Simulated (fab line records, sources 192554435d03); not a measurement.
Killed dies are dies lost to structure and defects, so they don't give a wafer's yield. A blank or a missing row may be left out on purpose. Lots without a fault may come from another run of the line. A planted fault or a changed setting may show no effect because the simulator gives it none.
Which tool did it? | flow n5_finfet | 24 lots, 72 wafers sampled, at 4 steps of a route of 1938

WHAT THE GAUGES READ, wafer by wafer
N5_BEOL_M4_OVL_MEAS_12.
lot  | measured     | on         | M4_OVL (nm)
L074 | day 7 20:20  | overlay-01 | -1.3 -0.8 -0.7
L075 | day 7 21:16  | overlay-01 | -0.3 0.4 -0.8
L076 | day 8 03:24  | overlay-02 | -0.4 -1.0 -0.6
L077 | day 8 13:02  | overlay-02 | 0.3 -0.4 -0.3
L078 | day 8 15:59  | overlay-01 | -0.7 -0.5 0.1
L079 | day 9 01:40  | overlay-02 | -0.8 0.1 -0.7
L080 | day 9 02:07  | overlay-01 | 0.4 0.2 1.0
L081 | day 9 08:34  | overlay-01 | -1.4 -1.5 -1.2
L083 | day 9 17:42  | overlay-02 | -0.2 0.9 0.3
L082 | day 10 03:39 | overlay-01 | -0.6 -0.2 -0.3
L084 | day 10 08:52 | overlay-02 | -0.4 0.1 -1.8
L085 | day 10 15:26 | overlay-01 | 1.0 0.7 0.4
L086 | day 10 19:47 | overlay-02 | -1.8 -1.9 -2.0
L087 | day 11 04:16 | overlay-02 | -0.1 -0.4 -0.1
L088 | day 11 07:45 | overlay-02 | 1.2 -0.1 -0.9
L089 | day 11 08:24 | overlay-02 | -1.3 -0.7 -1.1
L090 | day 11 13:58 | overlay-01 | -0.6 -0.6 -0.3
L091 | day 11 19:10 | overlay-01 | -2.5 -2.4 -1.5
L092 | day 12 11:07 | overlay-01 | -1.6 -0.8 -0.4
L093 | day 12 15:33 | overlay-01 | -0.3 -0.7 -0.3
L094 | day 12 20:46 | overlay-02 | -1.1 -1.3 -1.7
L095 | day 13 05:05 | overlay-01 | -0.3 -1.1 -1.0
L096 | day 13 10:59 | overlay-01 | -0.5 0.1 0.3
L097 | day 13 21:59 | overlay-01 | -0.5 -0.7 -0.2

N5_BEOL_M4_OCD_MEAS_38.
lot  | measured     | on     | trench_depth_nm (nm)
L074 | day 7 23:51  | ocd-01 | 53.7 54.6 55.1
L075 | day 8 00:05  | ocd-01 | 55.9 55.1 55.0
L076 | day 8 08:32  | ocd-01 | 54.2 56.3 56.6
L077 | day 8 15:22  | ocd-02 | 56.3 55.8 56.7
L078 | day 8 21:31  | ocd-01 | 54.2 55.0 56.7
L079 | day 9 15:25  | ocd-02 | 55.5 56.1 56.9
L080 | day 9 04:04  | ocd-01 | 54.5 56.7 56.1
L081 | day 9 15:23  | ocd-01 | 54.7 55.0 53.9
L083 | day 9 20:01  | ocd-01 | 54.1 55.0 55.0
L082 | day 10 08:35 | ocd-01 | 54.9 56.1 55.7
L084 | day 10 14:56 | ocd-01 | 57.2 55.4 55.4
L085 | day 10 17:59 | ocd-01 | 56.2 54.6 56.0
L086 | day 10 21:26 | ocd-02 | 55.2 54.4 56.6
L087 | day 11 07:54 | ocd-01 | 54.9 58.0 57.6
L088 | day 11 13:11 | ocd-01 | 54.4 56.1 56.4
L089 | day 11 13:22 | ocd-01 | 55.7 56.2 56.2
L090 | day 11 22:34 | ocd-02 | 55.9 55.6 55.0
L091 | day 12 01:47 | ocd-01 | 54.8 56.6 55.9
L092 | day 12 15:35 | ocd-01 | 56.4 55.3 56.4
L093 | day 12 22:32 | ocd-01 | 57.2 56.5 57.0
L094 | day 12 23:28 | ocd-01 | 54.7 54.6 56.0
L095 | day 13 09:01 | ocd-01 | 53.7 55.8 55.4
L096 | day 13 15:11 | ocd-01 | 55.5 56.6 56.8
L097 | day 14 04:15 | ocd-01 | 57.6 56.0 56.1

WHICH TOOL RAN EACH LOT (tool, then ch and the chambers of the sampled wafers, then the start)
lot  | N5_BEOL_M3_ANNEAL_87         | N5_BEOL_M3_SPUTTER_94
L074 | pvd_sputter-01, day 7 16:05  | pvd_sputter-01, day 7 16:53
L075 | pvd_sputter-03, day 7 18:07  | pvd_sputter-03, day 7 18:55
L076 | pvd_sputter-01, day 7 22:46  | pvd_sputter-01, day 7 23:34
L077 | pvd_sputter-03, day 8 07:26  | pvd_sputter-03, day 8 08:14
L078 | pvd_sputter-02, day 8 12:47  | pvd_sputter-02, day 8 13:35
L079 | pvd_sputter-03, day 8 20:43  | pvd_sputter-03, day 8 21:31
L080 | pvd_sputter-02, day 8 20:47  | pvd_sputter-02, day 8 21:35
L081 | pvd_sputter-02, day 9 03:08  | pvd_sputter-02, day 9 03:56
L083 | pvd_sputter-02, day 9 13:53  | pvd_sputter-02, day 9 14:41
L082 | pvd_sputter-02, day 9 22:36  | pvd_sputter-02, day 9 23:24
L084 | pvd_sputter-02, day 10 01:29 | pvd_sputter-02, day 10 02:17
L085 | pvd_sputter-03, day 10 08:38 | pvd_sputter-03, day 10 09:26
L086 | pvd_sputter-01, day 10 13:41 | pvd_sputter-01, day 10 14:29
L087 | pvd_sputter-02, day 10 21:40 | pvd_sputter-02, day 10 22:28
L088 | pvd_sputter-03, day 11 03:18 | pvd_sputter-03, day 11 04:06
L089 | pvd_sputter-01, day 11 04:07 | pvd_sputter-01, day 11 04:55
L090 | pvd_sputter-03, day 11 10:13 | pvd_sputter-03, day 11 11:01
L091 | pvd_sputter-01, day 11 11:44 | pvd_sputter-01, day 11 12:32
L092 | pvd_sputter-01, day 12 07:44 | pvd_sputter-01, day 12 08:32
L093 | pvd_sputter-02, day 12 12:32 | pvd_sputter-02, day 12 13:20
L094 | pvd_sputter-01, day 12 17:34 | pvd_sputter-01, day 12 18:22
L095 | pvd_sputter-02, day 13 00:38 | pvd_sputter-02, day 13 01:26
L096 | pvd_sputter-01, day 13 07:40 | pvd_sputter-01, day 13 08:28
L097 | pvd_sputter-03, day 13 17:26 | pvd_sputter-03, day 13 18:14
- N5_BEOL_M3_ANNEAL_87: time 240 s.
- N5_BEOL_M3_SPUTTER_94: material Cu, target thk 4.5 nm, time 8.29 s.

WHAT THE TOOLS THEMSELVES READ (means of the sampled wafers that have a number; where no wafer has one, the mark that the record gives instead)
N5_BEOL_M3_ANNEAL_87.
lot  | tool           | heater_power_w (W)
L074 | pvd_sputter-01 | 839
L075 | pvd_sputter-03 | 864
L076 | pvd_sputter-01 | 772
L077 | pvd_sputter-03 | 892
L078 | pvd_sputter-02 | 694
L079 | pvd_sputter-03 | 903
L080 | pvd_sputter-02 | 792
L081 | pvd_sputter-02 | 688
L083 | pvd_sputter-02 | 779
L082 | pvd_sputter-02 | 726
L084 | pvd_sputter-02 | 779
L085 | pvd_sputter-03 | 904
L086 | pvd_sputter-01 | 916
L087 | pvd_sputter-02 | 784
L088 | pvd_sputter-03 | 872
L089 | pvd_sputter-01 | 911
L090 | pvd_sputter-03 | 888
L091 | pvd_sputter-01 | 880
L092 | pvd_sputter-01 | 842
L093 | pvd_sputter-02 | 746
L094 | pvd_sputter-01 | 771
L095 | pvd_sputter-02 | 819
L096 | pvd_sputter-01 | 883
L097 | pvd_sputter-03 | 854

N5_BEOL_M3_SPUTTER_94.
lot  | tool           | throttle_valve_pct (%)
L074 | pvd_sputter-01 | 29.7
L075 | pvd_sputter-03 | 30.9
L076 | pvd_sputter-01 | 30.0
L077 | pvd_sputter-03 | 30.2
L078 | pvd_sputter-02 | 28.7
L079 | pvd_sputter-03 | 28.7
L080 | pvd_sputter-02 | 30.1
L081 | pvd_sputter-02 | 28.6
L083 | pvd_sputter-02 | 30.3
L082 | pvd_sputter-02 | 29.3
L084 | pvd_sputter-02 | 29.7
L085 | pvd_sputter-03 | 30.2
L086 | pvd_sputter-01 | 29.6
L087 | pvd_sputter-02 | 30.3
L088 | pvd_sputter-03 | 29.4
L089 | pvd_sputter-01 | 29.4
L090 | pvd_sputter-03 | 29.3
L091 | pvd_sputter-01 | 30.9
L092 | pvd_sputter-01 | 29.4
L093 | pvd_sputter-02 | 29.7
L094 | pvd_sputter-01 | 30.4
L095 | pvd_sputter-02 | 30.6
L096 | pvd_sputter-01 | 30.5
L097 | pvd_sputter-03 | 30.9

THE ANSWER, worked out from the rows above alone
Rule: what is usual is taken from the lots themselves. Put in order of their means at a reading, lots are off if they are a third of the lots or fewer, leave a main group of 4 or more, and stand apart from it by a gap of 3 or more times the standard deviation of the main group's means; of several such gaps the widest counts. A main group whose means are all the same, to the digits that the tables above print for the reading, isn't used. A lot without any number at a reading at which 4 lots or more have one is off too. The other lots that the step has rows for count as sound. The gauges are gone through in route order, then the tools' own readings, and for those a lot's mean is taken as printed above. The first step at which some lot is off is used, and at that step the reading that is off furthest; a lot without a number counts as furthest.
No lot is off at any reading shown: from this, nothing can be told.

WHAT THE SIMULATOR HAD PUT IN
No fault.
